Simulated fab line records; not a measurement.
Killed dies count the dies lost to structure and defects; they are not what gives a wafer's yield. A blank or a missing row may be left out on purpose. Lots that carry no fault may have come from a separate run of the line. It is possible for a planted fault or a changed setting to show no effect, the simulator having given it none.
What tool caused it?	flow nand-harc	24 lots with 72 wafers sampled at 6 steps, on a route of 1159 steps

WHAT THE GAUGES READ, wafer by wafer
The record lacks any reading of a measuring or inspecting step that a usual standard deviation could be used to judge.

WHICH TOOL RAN EACH LOT (tool, then ch and the chambers of the sampled wafers, then the start)
lot	NHARC_A_STAIRCASE_TRIM_224	NHARC_A_STAIRCASE_HM_OPEN_460	NHARC_A_STAIRCASE_STRIP_446	NHARC_A_STAIRCASE_CMP_450	NHARC_A_SGD_CUT_DEP_00	NHARC_A_SGD_CUT_ETCH_15
L074	rie-diel-05 ch 2,3, day 14 01:13 or earlier	rie-diel-04 ch 0,2,3, day 14 01:13 or earlier	plasma-asher-02 ch 0,1, day 14 01:13	cmp-04 ch 0,3, day 14 01:56	pecvd-04 ch 0,1,2, day 14 04:02	rie-diel-09 ch 1,2,3, no start
L075	rie-diel-11 ch 1,2,3, day 14 05:47 or earlier	rie-diel-05 ch 0,1, day 14 05:47 or earlier	plasma-asher-02 ch 0,1, day 14 05:47	cmp-04 ch 2,3, day 14 06:27	pecvd-04 ch 0,1,2, day 14 08:34	rie-diel-10 ch 2,3, no start
L076	rie-diel-04 ch 1,3, day 14 06:02 or earlier	rie-diel-04 ch 1,2,3, day 14 06:02 or earlier	plasma-asher-01 ch 1, day 14 06:02	cmp-03 ch 1,2, day 14 06:49	pecvd-02 ch 1,2, day 14 08:59	rie-diel-02 ch 0,2, no start
L078	rie-diel-05 ch 1,2,3, day 14 05:55 or earlier	rie-diel-05 ch 0,1,2, day 14 05:55 or earlier	plasma-asher-02 ch 0,1, day 14 05:55	cmp-01 ch 0,1,2, day 14 06:45	pecvd-03 ch 0,1,2, day 14 08:50	rie-diel-02 ch 0,1,2, no start
L077	rie-diel-11 ch 0,3, day 14 09:26 or earlier	rie-diel-05 ch 0,2, day 14 09:26 or earlier	plasma-asher-01 ch 0,1, day 14 09:26	cmp-01 ch 1,3, day 14 10:15	pecvd-02 ch 0,1, day 14 12:07	rie-diel-10 ch 0,2,3, no start
L079	rie-diel-05 ch 2,3, day 15 00:02 or earlier	rie-diel-11 ch 0,2,3, day 15 00:02 or earlier	plasma-asher-02 ch 0,1, day 15 00:02	cmp-01 ch 0,2,3, day 15 00:51	pecvd-03 ch 0,1, day 15 02:53	rie-diel-02 ch 1,2, no start
L080	rie-diel-04 ch 0,2,3, day 15 05:51 or earlier	rie-diel-11 ch 0,1,3, day 15 05:51 or earlier	plasma-asher-01 ch 0,1, day 15 05:51	cmp-04 ch 0,1,3, day 15 06:39	pecvd-04 ch 0,1,2, day 15 08:45	rie-diel-10 ch 1,2,3, no start
L081	rie-diel-05 ch 0,1, day 15 01:41 or earlier	rie-diel-05 ch 1,2, day 15 01:41 or earlier	plasma-asher-02 ch 0,1, day 15 01:41	cmp-01 ch 1,3, day 15 02:23	pecvd-03 ch 0,2, day 15 04:25	rie-diel-10 ch 1,2,3, no start
L082	rie-diel-05 ch 0,2, day 15 20:11 or earlier	rie-diel-04 ch 1,2,3, day 15 20:11 or earlier	plasma-asher-01 ch 0, day 15 20:11	cmp-01 ch 1,2, day 15 20:56	pecvd-03 ch 1,2, day 15 23:08	rie-diel-02 ch 1,3, no start
L084	rie-diel-05 ch 0,1,2, day 16 07:54 or earlier	rie-diel-04 ch 0,3, day 16 07:54 or earlier	plasma-asher-01 ch 0,1, day 16 07:54	cmp-04 ch 0,3, day 16 08:40	pecvd-04 ch 0,1,2, day 16 10:41	rie-diel-10 ch 2,3, no start
L083	rie-diel-04 ch 2,3, day 16 07:29 or earlier	rie-diel-04 ch 0,3, day 16 07:29 or earlier	plasma-asher-01 ch 0,1, day 16 07:29	cmp-01 ch 0,2,3, day 16 08:17	pecvd-04 ch 0,2, day 16 10:27	rie-diel-02 ch 0,3, no start
L086	rie-diel-04 ch 1,2,3, day 17 07:11 or earlier	rie-diel-04 ch 1,2,3, day 17 07:11 or earlier	plasma-asher-01 ch 0,1, day 17 07:11	cmp-01 ch 0,1,2, day 17 07:59	pecvd-03 ch 0,1,2, day 17 09:56	rie-diel-10 ch 0,1,2, no start
L088	rie-diel-05 ch 0,2,3, day 17 07:28 or earlier	rie-diel-04 ch 0,2,3, day 17 07:28 or earlier	plasma-asher-02 ch 0,1, day 17 07:28	cmp-03 ch 0,1, day 17 08:08	pecvd-04 ch 0,1,2, day 17 10:08	rie-diel-02 ch 1,2,3, no start
L087	rie-diel-11 ch 0,3, day 17 14:51 or earlier	rie-diel-04 ch 1,2,3, day 17 14:51 or earlier	plasma-asher-02 ch 0,1, day 17 14:51	cmp-03 ch 1,2,3, day 17 15:35	pecvd-02 ch 1,2, day 17 17:36	rie-diel-10 ch 1,2, no start
L085	rie-diel-04 ch 0,2,3, day 15 05:09	rie-diel-11 ch 0,1,2, day 18 00:28 or earlier	plasma-asher-01 ch 0,1, day 18 00:28	cmp-01 ch 1,2, day 18 01:08	pecvd-03 ch 0,1,2, day 18 03:20	rie-diel-02 ch 0,1, no start
L089	rie-diel-11 ch 0,1,2, day 18 06:55 or earlier	rie-diel-04 ch 1,2,3, day 18 06:55 or earlier	plasma-asher-02 ch 0,1, day 18 06:55	cmp-01 ch 0,2, day 18 07:46	pecvd-02 ch 0,2, day 18 09:38	rie-diel-10 ch 0,1,3, no start
L091	rie-diel-04 ch 2,3, day 18 07:19 or earlier	rie-diel-11 ch 2,3, day 18 07:19 or earlier	plasma-asher-02 ch 0, day 18 07:19	cmp-03 ch 1,2,3, day 18 08:05	pecvd-02 ch 0,1,2, day 18 10:06	rie-diel-09 ch 0,1,2, no start
L092	rie-diel-04 ch 0,1, day 18 06:59 or earlier	rie-diel-04 ch 1,2,3, day 18 06:59 or earlier	plasma-asher-01 ch 0,1, day 18 06:59	cmp-04 ch 1,3, day 18 07:49	pecvd-02 ch 0,2, day 18 09:49	rie-diel-02 ch 2,3, no start
L090	rie-diel-04 ch 1,3, day 18 05:47 or earlier	rie-diel-11 ch 1,2,3, day 18 05:47 or earlier	plasma-asher-01 ch 0,1, day 18 05:47	cmp-03 ch 0,1,3, day 18 06:34	pecvd-02 ch 0,2, day 18 08:40	rie-diel-02 ch 0,2,3, no start
L093	rie-diel-04 ch 1,2,3, day 18 05:28 or earlier	rie-diel-04 ch 1,2,3, day 18 05:28 or earlier	plasma-asher-01 ch 0,1, day 18 05:28	cmp-03 ch 0,1,3, day 18 06:17	pecvd-02 ch 0,1,2, day 18 08:18	rie-diel-09 ch 0,2,3, no start
L095	rie-diel-11 ch 1,2,3, day 18 05:30 or earlier	rie-diel-05 ch 0,2, day 18 05:30 or earlier	plasma-asher-02 ch 0,1, day 18 05:30	cmp-01 ch 1,3, day 18 06:20	pecvd-03 ch 0,1, day 18 08:28	rie-diel-10 ch 0,1, no start
L094	rie-diel-05 ch 0,2, day 18 21:44 or earlier	rie-diel-04 ch 2,3, day 18 21:44 or earlier	plasma-asher-02 ch 0,1, day 18 21:44	cmp-01 ch 1,2,3, day 18 22:29	pecvd-02 ch 0,1,2, day 19 00:23	rie-diel-02 ch 0,2, no start
L096	rie-diel-05 ch 0,1,3, day 19 02:07 or earlier	rie-diel-11 ch 1,2, day 19 02:07 or earlier	plasma-asher-02 ch 0,1, day 19 02:07	cmp-04 ch 0,1, day 19 02:52	pecvd-04 ch 0,1,2, day 19 04:56	rie-diel-10 ch 0,1,2, no start
L097	rie-diel-04 ch 0,2, day 19 01:52 or earlier	rie-diel-04 ch 0,1,3, day 19 01:52 or earlier	plasma-asher-01 ch 0,1, day 19 01:52	cmp-03 ch 2,3, day 19 02:46	pecvd-04 ch 0,2, day 19 04:48	rie-diel-02 ch 1,2, no start
- NHARC_A_STAIRCASE_TRIM_224: chemistry O2, time 211.2 s.
- NHARC_A_STAIRCASE_HM_OPEN_460: chemistry O2/COS.
- NHARC_A_STAIRCASE_STRIP_446: strips in O2.
- NHARC_A_STAIRCASE_CMP_450: polishes SiO2, target thk 200 nm.
- NHARC_A_SGD_CUT_DEP_00: deposits SiNx, target thk 50 nm.
- NHARC_A_SGD_CUT_ETCH_15: etches the open film in CH3F/O2, target depth 75 nm, time 64.3 s.

WHAT THE TOOLS THEMSELVES READ (means of the sampled wafers that have a number; where no wafer has one, the mark that the record gives instead)
NHARC_A_STAIRCASE_TRIM_224. Usual: drypump-motor-current-A 5.8 A, standard deviation 0.35; oes-product-au 1.004 a.u., standard deviation 0.0075; rf-vpp-V 57.8 V, standard deviation 0.81; showerhead-plenum-p-Torr 3.53 Torr, standard deviation 0.1; throttle-valve-pct 17.037 %, standard deviation 0.0089.
lot	tool	drypump-motor-current-A (A)	oes-product-au (a.u.)	rf-vpp-V (V)	showerhead-plenum-p-Torr (Torr)	throttle-valve-pct (%)	flag
L074	rie-diel-05	5.6	1.006	57.6	3.44	17.039	
L075	rie-diel-11	5.8	1.001	58.0	3.67	17.045	
L076	rie-diel-04	5.4	1.003	57.7	3.51	17.021	
L078	rie-diel-05	5.8	1.007	57.3	3.50	17.035	
L077	rie-diel-11	5.5	1.010	57.0	3.55	17.035	
L079	rie-diel-05	5.6	0.995	57.7	3.44	17.034	
L080	rie-diel-04	5.9	1.004	57.8	3.54	17.034	
L081	rie-diel-05	6.1	1.005	58.2	3.62	17.031	
L082	rie-diel-05	5.9	1.003	57.8	3.53	17.046	
L084	rie-diel-05	5.8	1.003	58.7	3.56	17.030	
L083	rie-diel-04	6.0	1.002	58.6	3.51	17.043	
L086	rie-diel-04	5.6	1.001	57.5	3.49	17.040	
L088	rie-diel-05	5.8	1.008	57.9	3.45	17.035	
L087	rie-diel-11	5.7	1.009	57.8	3.57	17.031	
L085	rie-diel-04	6.0	1.000	58.3	3.53	17.027	
L089	rie-diel-11	5.6	1.010	57.5	3.62	17.033	
L091	rie-diel-04	6.0	0.998	57.9	3.51	17.032	
L092	rie-diel-04	5.6	1.009	58.5	3.55	17.042	
L090	rie-diel-04	5.8	1.002	58.1	3.52	17.036	
L093	rie-diel-04	5.6	0.999	57.9	3.48	17.034	
L095	rie-diel-11	5.9	1.003	58.4	3.64	17.044	
L094	rie-diel-05	5.9	1.008	58.5	3.52	17.041	
L096	rie-diel-05	6.0	0.995	57.1	3.50	17.044	
L097	rie-diel-04	5.8	1.003	57.7	3.48	17.047	

NHARC_A_STAIRCASE_HM_OPEN_460. Usual: bias-w 300.0 W, standard deviation 0.85; drypump-motor-current-A 5.8 A, standard deviation 0.36; oes-product-au 1.005 a.u., standard deviation 0.0084; rf-vpp-V 467.4 V, standard deviation 2; showerhead-plenum-p-Torr 3.14 Torr, standard deviation 0.084; throttle-valve-pct 28.330 %, standard deviation 0.0097.
lot	tool	bias-w (W)	drypump-motor-current-A (A)	oes-product-au (a.u.)	rf-vpp-V (V)	showerhead-plenum-p-Torr (Torr)	throttle-valve-pct (%)	flag
L074	rie-diel-04	300.8	5.9	1.005	466.8	3.13	28.332	
L075	rie-diel-05	301.2	6.1	1.003	467.7	3.18	28.311	
L076	rie-diel-04	299.9	5.6	1.005	467.0	3.10	28.334	
L078	rie-diel-05	300.0	5.9	1.014	468.2	3.16	28.325	
L077	rie-diel-05	301.1	5.9	1.009	466.9	3.12	28.327	
L079	rie-diel-11	299.5	5.8	1.007	468.9	3.21	28.333	
L080	rie-diel-11	299.9	5.6	1.005	467.9	3.17	28.331	
L081	rie-diel-05	300.5	5.8	1.005	468.3	3.18	28.333	
L082	rie-diel-04	299.3	5.6	0.993	466.2	3.10	28.330	
L084	rie-diel-04	300.7	6.1	1.009	468.9	3.16	28.334	
L083	rie-diel-04	299.7	6.1	1.000	467.8	3.16	28.327	
L086	rie-diel-04	299.0	5.6	0.995	466.5	3.09	28.336	
L088	rie-diel-04	300.7	6.0	1.008	467.2	3.12	28.328	
L087	rie-diel-04	300.4	5.7	1.002	466.4	3.09	28.326	
L085	rie-diel-11	299.7	5.6	1.014	469.4	3.20	28.330	
L089	rie-diel-04	300.0	5.6	1.002	465.5	3.08	28.325	
L091	rie-diel-11	299.3	6.0	1.007	469.0	3.23	28.334	
L092	rie-diel-04	299.4	5.6	1.002	466.2	3.08	28.324	
L090	rie-diel-11	300.5	5.8	0.998	468.8	3.23	28.323	
L093	rie-diel-04	300.6	5.6	0.999	466.1	3.08	28.337	
L095	rie-diel-05	299.9	5.7	1.008	465.1	3.09	28.342	
L094	rie-diel-04	298.5	6.0	1.008	466.9	3.10	28.329	
L096	rie-diel-11	300.0	5.9	1.011	469.9	3.26	28.344	
L097	rie-diel-04	299.7	5.7	1.007	467.1	3.12	28.326	

NHARC_A_STAIRCASE_STRIP_446. Usual: drypump-motor-current-A 6.1 A, standard deviation 0.32; heater-power-w 313 W, standard deviation 14.
lot	tool	drypump-motor-current-A (A)	heater-power-w (W)	flag
L074	plasma-asher-02	6.2	299	
L075	plasma-asher-02	6.4	306	
L076	plasma-asher-01	5.8	313	
L078	plasma-asher-02	6.4	298	
L077	plasma-asher-01	5.8	319	
L079	plasma-asher-02	6.4	303	
L080	plasma-asher-01	5.8	327	
L081	plasma-asher-02	6.2	301	
L082	plasma-asher-01	5.8	332	
L084	plasma-asher-01	5.8	325	
L083	plasma-asher-01	5.9	317	
L086	plasma-asher-01	5.8	322	
L088	plasma-asher-02	6.2	310	
L087	plasma-asher-02	6.2	306	
L085	plasma-asher-01	5.8	319	
L089	plasma-asher-02	6.2	300	
L091	plasma-asher-02	5.9	307	
L092	plasma-asher-01	5.8	318	
L090	plasma-asher-01	5.8	325	
L093	plasma-asher-01	5.9	319	
L095	plasma-asher-02	6.4	303	
L094	plasma-asher-02	6.2	307	
L096	plasma-asher-02	6.2	298	
L097	plasma-asher-01	5.8	314	

NHARC_A_STAIRCASE_CMP_450. Usual: motor-current-A reads 12.1 A (standard deviation 1.3).
lot	tool	motor-current-A (A)	flag
L074	cmp-04	12.1	
L075	cmp-04	12.7	
L076	cmp-03	12.4	
L078	cmp-01	11.7	
L077	cmp-01	12.8	
L079	cmp-01	10.9	
L080	cmp-04	11.9	
L081	cmp-01	12.6	
L082	cmp-01	12.1	
L084	cmp-04	12.4	
L083	cmp-01	10.5	
L086	cmp-01	12.0	
L088	cmp-03	12.7	
L087	cmp-03	13.1	
L085	cmp-01	12.2	
L089	cmp-01	10.4	
L091	cmp-03	13.4	
L092	cmp-04	12.5	
L090	cmp-03	13.1	
L093	cmp-03	13.7	
L095	cmp-01	12.5	
L094	cmp-01	11.8	
L096	cmp-04	11.0	
L097	cmp-03	12.5	

NHARC_A_SGD_CUT_DEP_00. Usual: heater-power-w reads 724 W (standard deviation 85).
lot	tool	heater-power-w (W)	flag
L074	pecvd-04	724	
L075	pecvd-04	758	
L076	pecvd-02	700	
L078	pecvd-03	666	
L077	pecvd-02	716	
L079	pecvd-03	643	
L080	pecvd-04	820	
L081	pecvd-03	707	
L082	pecvd-03	713	
L084	pecvd-04	703	
L083	pecvd-04	790	
L086	pecvd-03	643	
L088	pecvd-04	703	
L087	pecvd-02	826	
L085	pecvd-03	673	
L089	pecvd-02	820	
L091	pecvd-02	748	
L092	pecvd-02	722	
L090	pecvd-02	703	
L093	pecvd-02	761	
L095	pecvd-03	616	
L094	pecvd-02	680	
L096	pecvd-04	788	
L097	pecvd-04	683	

NHARC_A_SGD_CUT_ETCH_15. Usual: bias-w 100.0 W, standard deviation 0.3; drypump-motor-current-A 5.5 A, standard deviation 0.46; oes-product-au 0.964 a.u., standard deviation 0.014; rf-vpp-V 263.4 V, standard deviation 1.7; showerhead-plenum-p-Torr 2.42 Torr, standard deviation 0.098; throttle-valve-pct 20.662 %, standard deviation 0.0089.
lot	tool	bias-w (W)	drypump-motor-current-A (A)	oes-product-au (a.u.)	rf-vpp-V (V)	showerhead-plenum-p-Torr (Torr)	throttle-valve-pct (%)	flag
L074	rie-diel-09	100.1	5.6	0.959	264.3	2.55	20.662	
L075	rie-diel-10	99.9	5.9	0.964	264.5	2.51	20.659	
L076	rie-diel-02	100.2	5.2	0.956	261.7	2.34	20.654	
L078	rie-diel-02	100.1	5.4	0.967	262.5	2.36	20.659	
L077	rie-diel-10	100.0	5.5	0.968	264.7	2.52	20.653	
L079	rie-diel-02	100.0	5.6	0.960	263.5	2.37	20.668	
L080	rie-diel-10	99.9	5.6	0.978	263.9	2.45	20.664	
L081	rie-diel-10	100.1	5.7	0.963	262.8	2.45	20.671	
L082	rie-diel-02	99.9	5.9	0.981	262.8	2.40	20.661	
L084	rie-diel-10	99.8	5.5	0.963	264.6	2.48	20.663	
L083	rie-diel-02	99.8	5.7	0.984	263.1	2.38	20.657	
L086	rie-diel-10	100.3	5.7	0.955	264.5	2.49	20.657	
L088	rie-diel-02	99.8	5.7	0.965	262.6	2.36	20.674	
L087	rie-diel-10	100.2	5.9	0.989	262.9	2.42	20.664	
L085	rie-diel-02	100.0	5.6	0.939	263.5	2.39	20.666	
L089	rie-diel-10	100.1	5.2	0.975	263.4	2.46	20.665	
L091	rie-diel-09	99.9	5.5	0.949	263.2	2.45	20.656	
L092	rie-diel-02	100.4	5.5	0.961	261.8	2.31	20.658	
L090	rie-diel-02	100.1	5.5	0.969	261.9	2.34	20.652	
L093	rie-diel-09	99.8	5.9	0.963	264.7	2.48	20.663	
L095	rie-diel-10	100.2	5.4	0.961	262.9	2.43	20.670	
L094	rie-diel-02	99.8	5.3	0.959	261.0	2.31	20.663	
L096	rie-diel-10	100.1	5.7	0.954	264.6	2.49	20.667	
L097	rie-diel-02	100.1	5.5	0.949	260.8	2.32	20.664	

THE ANSWER, worked out from the rows above alone
Rule: take the mean of a lot's wafers that have a number; if it is more than 3 standard deviations from the usual mean, the lot is off. Also off: a lot with no number at a reading for which 4 or more lots have one. All remaining lots with rows at the step are treated as sound. The gauges are gone through in route order, then the tools' own readings, and for those a lot's mean is taken as printed above. At the first step where some lot is off, the reading lying furthest off is the one used; lots without a number count as furthest.
No lot is off on any of the readings shown, so nothing can be concluded from this.

WHAT THE SIMULATOR PUT IN
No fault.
